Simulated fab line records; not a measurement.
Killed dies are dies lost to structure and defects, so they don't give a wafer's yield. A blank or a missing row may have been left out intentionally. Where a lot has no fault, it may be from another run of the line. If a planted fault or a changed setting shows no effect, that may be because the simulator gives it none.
Split-lot experiment    flow n5_finfet    on a route of 1938 steps: 7 lots, 21 wafers read

== THE SPLIT ITSELF ==
At N5_BEOL_M8_PECVD_70 (deposits SiO2 from TEOS/O2, target thk 20 nm, time 22.7 s), the setting temp_c was moved away from the recipe's 400 C on 5 of the 21 wafers read, by -3.6% to +1.3%. The other wafers ran this setting at the recipe's value.

The reading is taken at the split's own step.

== THE READING ==
SiO2_of_BEOL_M8_PECVD_70.thk_nm (the simulator's own value, which no gauge read), in nm, at N5_BEOL_M8_PECVD_70 (deposits SiO2 from TEOS/O2, target thk 20 nm, time 22.7 s). The file does not state a usual value for it. Here, 16 wafers ran the recipe; their average is 20.1 nm with a standard deviation of 0.3 nm.

wafer   tool, chamber at the split  temp_c as run, C  against the recipe  SiO2_of_BEOL_M8_PECVD_70.thk_nm, nm  against lot-mates on the recipe
L076.1  pecvd-03, 1                 400               recipe              20                                   -
L076.3  pecvd-03, 2                 400               recipe              20.6                                 -
L076.6  pecvd-03, 2                 400               recipe              20.8                                 -
L077.3  pecvd-02, 0                 400               recipe              19.8                                 -
L077.4  pecvd-02, 0,1               400               recipe              20                                   -
L077.6  pecvd-02, 0,1               400               recipe              20                                   -
L078.2  pecvd-04, 0                 400               recipe              20                                   -
L078.4  pecvd-04, 0,1               400               recipe              20.4                                 -
L078.5  pecvd-04, 0,1               400               recipe              20.4                                 -
L081.3  pecvd-04, 0                 385.5             -3.6%               21.2                                 +1.2
L081.4  pecvd-04, 1                 385.5             -3.6%               21.8                                 +1.8
L081.6  pecvd-04, 0                 400               recipe              20                                   -
L091.2  pecvd-04, 0                 392.7             -1.8%               21.4                                 +1.2
L091.3  pecvd-04, 1,0               400               recipe              20.2                                 -
L091.6  pecvd-04, 1,0               400               recipe              20.2                                 -
L093.2  pecvd-04, 0                 400               recipe              19.6                                 -
L093.4  pecvd-04, 2,0               405.2             +1.3%               19                                   -0.6
L093.5  pecvd-04, 2,0               405.2             +1.3%               19                                   -0.6
L095.3  pecvd-02, 0                 400               recipe              19.8                                 -
L095.4  pecvd-02, 2,1               400               recipe              20.2                                 -
L095.5  pecvd-02, 2,1               400               recipe              20.2                                 -
The file does not say which wafer passed through which chamber wherever a row lists several chambers: such a row stands for several wafers.

THE FIT
A straight line over all 21 wafers: SiO2_of_BEOL_M8_PECVD_70.thk_nm changes by -0.471 nm for each +1% of temp_c; r = -0.86; the points scatter about the line by 0.36 nm.
The same after taking each lot's own level away (the mean of its wafers on the recipe; 21 wafers): -0.442 nm for each +1%; r = -0.93; scatter 0.22 nm.
On that fit, the largest move of temp_c shifts the reading by 1.6 nm.
From 19.60 to 20.47 nm: that is the span of the lots' own levels, equal to 2.9 times the standard deviation above.
The two slopes agree, so the slope changes little with the lot-to-lot level.
Check: +1.88 nm against its lot-mates is what the line predicts for one of the wafers moved furthest among these (-3.6%) when that wafer is left out of the fit. It came out at +1.2 nm against them.

== ADDITIONAL SPLITS CARRIED BY THESE WAFERS ==
Note: prior to the reading, these wafers also went through further splits. Each is held against what the fit with the lots' levels taken away leaves over:
other split on the same wafers     wafers away from the commonest value  r with SiO2_of_BEOL_M8_PECVD_70.thk_nm (lot level and that fit taken away)
N5_BEOL_M4_COAT_73 spin_rpm        7                                     -0.04
N5_BEOL_M5_HM_DEP_02 target_thk_a  7                                     +0.02
N5_BEOL_M5_COAT_60 spin_rpm        5                                     +0.20
N5_BEOL_M6_ETCH_62 bias_w          8                                     +0.19
N5_BEOL_M6_COAT_22 spin_rpm        4                                     -0.02
N5_BEOL_M7_COAT_71 spin_rpm        9                                     +0.00

== FILE'S OWN FIT ==
SiO2_of_BEOL_M8_PECVD_70.thk_nm changes by -0.463 nm for each +1% of temp_c, r = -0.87.
